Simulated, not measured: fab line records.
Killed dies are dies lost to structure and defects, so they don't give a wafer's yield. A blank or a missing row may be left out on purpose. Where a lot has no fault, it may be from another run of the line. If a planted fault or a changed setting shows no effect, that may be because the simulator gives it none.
Which tool did it? | flow n5_finfet | 24 lots with 72 wafers sampled at 4 steps, on a route of 1938 steps

## WHAT THE GAUGES READ, wafer by wafer
N5_BEOL_M2_CD_MEAS_28: target cd 26.2 nm, target cd y 24.1 nm. Usual: cd_nm reads 26.25 nm (standard deviation 0.24).
lot  | measured     | on        | cd_nm (nm)        | flag
L074 | day 6 08:31  | cd_sem-03 | 26.12 26.10 26.56 |
L075 | day 7 02:24  | cd_sem-02 | 26.15 26.53 26.64 |
L076 | day 7 03:32  | cd_sem-03 | 26.22 26.16 26.34 |
L077 | day 7 03:45  | cd_sem-03 | 26.40 26.34 26.24 |
L078 | day 7 05:55  | cd_sem-02 | 26.44 26.07 26.37 |
L079 | day 7 12:22  | cd_sem-02 | 26.37 25.95 26.12 |
L081 | day 8 01:44  | cd_sem-03 | 26.46 26.33 26.32 |
L080 | day 8 05:52  | cd_sem-03 | 25.98 26.54 26.39 |
L082 | day 8 11:38  | cd_sem-01 | 26.56 26.17 26.29 |
L083 | day 8 19:50  | cd_sem-02 | 26.35 26.34 26.33 |
L084 | day 9 01:23  | cd_sem-02 | 26.50 26.16 26.53 |
L085 | day 9 08:25  | cd_sem-01 | 26.34 26.05 25.93 |
L086 | day 9 15:00  | cd_sem-02 | 26.42 26.48 26.25 |
L087 | day 10 04:08 | cd_sem-01 | 26.12 26.12 26.34 |
L088 | day 10 08:38 | cd_sem-01 | 26.34 26.05 26.32 |
L089 | day 10 11:04 | cd_sem-03 | 26.27 25.92 26.84 |
L090 | day 10 15:43 | cd_sem-02 | 26.11 26.05 26.23 |
L091 | day 10 23:35 | cd_sem-02 | 26.40 26.05 26.38 |
L092 | day 11 01:07 | cd_sem-02 | 26.13 26.28 26.48 |
L093 | day 11 04:58 | cd_sem-01 | 25.91 26.05 25.83 |
L094 | day 11 13:32 | cd_sem-02 | 26.07 26.44 26.43 |
L095 | day 11 15:18 | cd_sem-01 | 26.39 26.44 26.17 |
L096 | day 12 03:36 | cd_sem-01 | 26.16 26.02 26.60 |
L097 | day 12 04:41 | cd_sem-01 | 26.28 26.41 25.87 |

N5_BEOL_M4_OVL_MEAS_12. Usual: for M4_OVL the level is -0.4 nm and the standard deviation is 0.76.
lot  | measured     | on         | M4_OVL (nm)    | flag
L074 | day 7 07:53  | overlay-01 | 0.4 0.4 1.0    |
L075 | day 8 01:04  | overlay-02 | -0.6 -0.7 -0.3 |
L076 | day 7 23:54  | overlay-01 | 0.2 -1.0 -0.1  |
L077 | day 8 06:30  | overlay-02 | -1.1 0.3 0.3   |
L078 | day 8 06:55  | overlay-01 | -0.1 -0.1 0.4  |
L079 | day 8 08:08  | overlay-02 | -0.6 -0.9 -2.1 |
L081 | day 8 18:57  | overlay-01 | -0.2 -0.9 0.0  |
L080 | day 9 00:11  | overlay-02 | 0.0 -1.3 0.1   |
L082 | day 9 09:40  | overlay-01 | -1.1 0.2 -0.7  |
L083 | day 10 00:06 | overlay-01 | 0.4 1.0 0.0    |
L084 | day 10 01:23 | overlay-01 | -1.3 -1.0 -0.4 |
L085 | day 10 01:43 | overlay-02 | 0.3 -1.0 0.1   |
L086 | day 10 08:40 | overlay-02 | 0.0 -0.3 -0.2  |
L087 | day 11 03:17 | overlay-01 | 0.9 0.3 0.4    |
L088 | day 11 05:55 | overlay-01 | -1.4 0.1 -0.5  |
L089 | day 11 07:35 | overlay-01 | -0.3 -0.8 0.1  |
L090 | day 11 08:25 | overlay-02 | -1.5 -1.1 -0.6 |
L091 | day 11 15:13 | overlay-02 | -1.0 -0.3 -1.2 |
L092 | day 11 19:56 | overlay-01 | 0.4 0.0 0.4    |
L093 | day 11 20:40 | overlay-02 | -1.3 -0.5 -1.2 |
L094 | day 12 15:25 | overlay-02 | -1.4 -0.4 -1.9 |
L095 | day 12 20:49 | overlay-02 | 0.0 -0.9 -0.8  |
L096 | day 13 01:47 | overlay-01 | 0.0 -1.0 -0.3  |
L097 | day 13 02:30 | overlay-01 | -0.5 0.7 0.1   |

## TOOL THAT RAN EACH LOT (tool first, then ch and the chambers of the sampled wafers, then the start)
lot  | N5_BEOL_M2_SPUTTER_96        | N5_BEOL_M3_DESCUM_33
L074 | pvd_sputter-02, day 6 21:42  | rie_diel-04 ch 0,3, day 7 00:37
L075 | pvd_sputter-02, day 7 10:11  | rie_diel-02 ch 0,1,2, day 7 13:05
L076 | pvd_sputter-03, day 7 10:23  | rie_diel-04 ch 0,1, day 7 13:50
L077 | pvd_sputter-01, day 7 10:31  | rie_diel-05 ch 0,1, day 7 14:05
L078 | pvd_sputter-02, day 7 12:06  | rie_diel-02 ch 0,1,2, day 7 15:00
L079 | pvd_sputter-02, day 7 19:49  | rie_diel-04 ch 1,2,3, day 8 00:37
L081 | pvd_sputter-01, day 8 08:34  | rie_diel-02 ch 1,2, day 8 11:59
L080 | pvd_sputter-02, day 8 10:42  | rie_diel-05 ch 1,2,3, day 8 14:49
L082 | pvd_sputter-01, day 8 18:16  | rie_diel-05 ch 1,3, day 8 22:58
L083 | pvd_sputter-02, day 9 08:47  | rie_diel-04 ch 0,1,2, day 9 12:05
L084 | pvd_sputter-03, day 9 09:05  | rie_diel-02 ch 0,1, day 9 13:00
L085 | pvd_sputter-03, day 9 11:51  | rie_diel-04 ch 0,2, day 9 15:16
L086 | pvd_sputter-03, day 9 23:09  | rie_diel-04 ch 0,2,3, day 10 02:35
L087 | pvd_sputter-02, day 10 10:38 | rie_diel-02 ch 1,3, day 10 15:21
L088 | pvd_sputter-03, day 10 13:17 | rie_diel-02 ch 0,1,2, day 10 18:05
L089 | pvd_sputter-02, day 10 16:22 | rie_diel-05 ch 1,2,3, day 10 20:12
L090 | pvd_sputter-01, day 10 21:20 | rie_diel-05 ch 1,2,3, day 11 01:34
L091 | pvd_sputter-01, day 11 06:26 | rie_diel-02 ch 1,3, day 11 09:32
L092 | pvd_sputter-03, day 11 07:26 | rie_diel-04 ch 0,3, day 11 11:25
L093 | pvd_sputter-01, day 11 09:55 | rie_diel-05 ch 0,2,3, day 11 14:16
L094 | pvd_sputter-03, day 11 19:17 | rie_diel-05 ch 0,2, day 12 01:20
L095 | pvd_sputter-02, day 11 22:17 | rie_diel-04 ch 0,1,3, day 12 03:13
L096 | pvd_sputter-03, day 12 08:40 | rie_diel-05 ch 0,2, day 12 12:04
L097 | pvd_sputter-03, day 12 12:13 | rie_diel-02 ch 1,2, day 12 16:19
- N5_BEOL_M2_SPUTTER_96: material Cu, target thk 4.5 nm, time 8.29 s.
- N5_BEOL_M3_DESCUM_33: chemistry O2, time 7 s.

## WHAT THE TOOLS THEMSELVES READ (means of the sampled wafers that have a number; where no wafer has one, the mark that the record gives instead)
N5_BEOL_M2_SPUTTER_96. Usual: chamber_pressure_pa 0.06999 Pa, standard deviation 0.00015; throttle_valve_pct 30.4 %, standard deviation 0.85.
lot  | tool           | chamber_pressure_pa (Pa) | throttle_valve_pct (%) | flag
L074 | pvd_sputter-02 | 0.07003                  | 30.6                   |
L075 | pvd_sputter-02 | 0.06983                  | 31.1                   |
L076 | pvd_sputter-03 | 0.06991                  | 29.7                   |
L077 | pvd_sputter-01 | 0.06989                  | 31.0                   |
L078 | pvd_sputter-02 | 0.07000                  | 30.3                   |
L079 | pvd_sputter-02 | 0.06997                  | 29.7                   |
L081 | pvd_sputter-01 | 0.06988                  | 30.4                   |
L080 | pvd_sputter-02 | 0.07007                  | 30.7                   |
L082 | pvd_sputter-01 | 0.07004                  | 31.0                   |
L083 | pvd_sputter-02 | 0.07000                  | 29.9                   |
L084 | pvd_sputter-03 | 0.07007                  | 30.7                   |
L085 | pvd_sputter-03 | 0.06999                  | 29.7                   |
L086 | pvd_sputter-03 | 0.06992                  | 30.4                   |
L087 | pvd_sputter-02 | 0.06996                  | 30.7                   |
L088 | pvd_sputter-03 | 0.06993                  | 30.3                   |
L089 | pvd_sputter-02 | 0.06998                  | 30.4                   |
L090 | pvd_sputter-01 | 0.07003                  | 30.6                   |
L091 | pvd_sputter-01 | 0.07001                  | 31.1                   |
L092 | pvd_sputter-03 | 0.07006                  | 30.2                   |
L093 | pvd_sputter-01 | 0.06999                  | 30.9                   |
L094 | pvd_sputter-03 | 0.06988                  | 29.7                   |
L095 | pvd_sputter-02 | 0.06999                  | 29.6                   |
L096 | pvd_sputter-03 | 0.07005                  | 30.1                   |
L097 | pvd_sputter-03 | 0.07005                  | 30.3                   |

N5_BEOL_M3_DESCUM_33. Usual: drypump_motor_current_A 5.8 A, standard deviation 0.42; oes_product_au 0.76 a.u., standard deviation 0.068; rf_vpp_V 243.2 V, standard deviation 1.3; showerhead_plenum_p_Torr 2.09 Torr, standard deviation 0.063; throttle_valve_pct 20.51 %, standard deviation 0.19.
lot  | tool        | drypump_motor_current_A (A) | oes_product_au (a.u.) | rf_vpp_V (V) | showerhead_plenum_p_Torr (Torr) | throttle_valve_pct (%) | flag
L074 | rie_diel-04 | 5.3                         | 0.71                  | 242.4        | 2.05                            | 20.35                  |
L075 | rie_diel-02 | 6.0                         | 0.76                  | 242.7        | 2.10                            | 20.67                  |
L076 | rie_diel-04 | 5.2                         | 0.84                  | 244.2        | 2.09                            | 20.43                  |
L077 | rie_diel-05 | 6.2                         | 0.79                  | 244.0        | 2.14                            | 20.52                  |
L078 | rie_diel-02 | 6.0                         | 0.75                  | 243.6        | 2.10                            | 20.67                  |
L079 | rie_diel-04 | 5.6                         | 0.78                  | 242.8        | 2.10                            | 20.46                  |
L081 | rie_diel-02 | 6.1                         | 0.75                  | 242.7        | 2.08                            | 20.74                  |
L080 | rie_diel-05 | 5.9                         | 0.72                  | 243.5        | 2.12                            | 20.41                  |
L082 | rie_diel-05 | 6.2                         | 0.75                  | 243.8        | 2.08                            | 20.47                  |
L083 | rie_diel-04 | 5.5                         | 0.77                  | 243.1        | 2.07                            | 20.52                  |
L084 | rie_diel-02 | 5.9                         | 0.74                  | 241.1        | 2.05                            | 20.71                  |
L085 | rie_diel-04 | 5.9                         | 0.73                  | 242.9        | 2.05                            | 20.60                  |
L086 | rie_diel-04 | 5.6                         | 0.81                  | 242.3        | 2.04                            | 20.33                  |
L087 | rie_diel-02 | 5.9                         | 0.73                  | 242.7        | 2.05                            | 20.42                  |
L088 | rie_diel-02 | 6.1                         | 0.74                  | 242.4        | 2.09                            | 20.70                  |
L089 | rie_diel-05 | 5.9                         | 0.71                  | 243.7        | 2.12                            | 20.44                  |
L090 | rie_diel-05 | 5.9                         | 0.71                  | 242.8        | 2.12                            | 20.43                  |
L091 | rie_diel-02 | 5.9                         | 0.74                  | 243.0        | 2.03                            | 20.63                  |
L092 | rie_diel-04 | 5.2                         | 0.78                  | 241.6        | 2.00                            | 20.29                  |
L093 | rie_diel-05 | 5.9                         | 0.75                  | 242.9        | 2.10                            | 20.47                  |
L094 | rie_diel-05 | 5.6                         | 0.73                  | 243.8        | 2.14                            | 20.42                  |
L095 | rie_diel-04 | 5.2                         | 0.83                  | 243.2        | 2.06                            | 20.29                  |
L096 | rie_diel-05 | 5.5                         | 0.73                  | 243.8        | 2.14                            | 20.43                  |
L097 | rie_diel-02 | 6.1                         | 0.73                  | 243.1        | 2.06                            | 20.80                  |

## THE ANSWER, worked out from the rows above alone
Rule: lot off if the mean of its wafers having a number is beyond 3 standard deviations from the usual mean. Also off: a lot with no number at a reading for which 4 or more lots have one. The other lots that the step has rows for count as sound. Order of review: gauges by route order, followed by the tools' own readings, for which a lot's mean as printed above is used. The first step at which some lot is off is used, and at that step the reading that is off furthest; a lot without a number counts as furthest.
Nothing can be told from this: no lot is off at any reading shown.

## WHAT WAS PUT IN BY THE SIMULATOR
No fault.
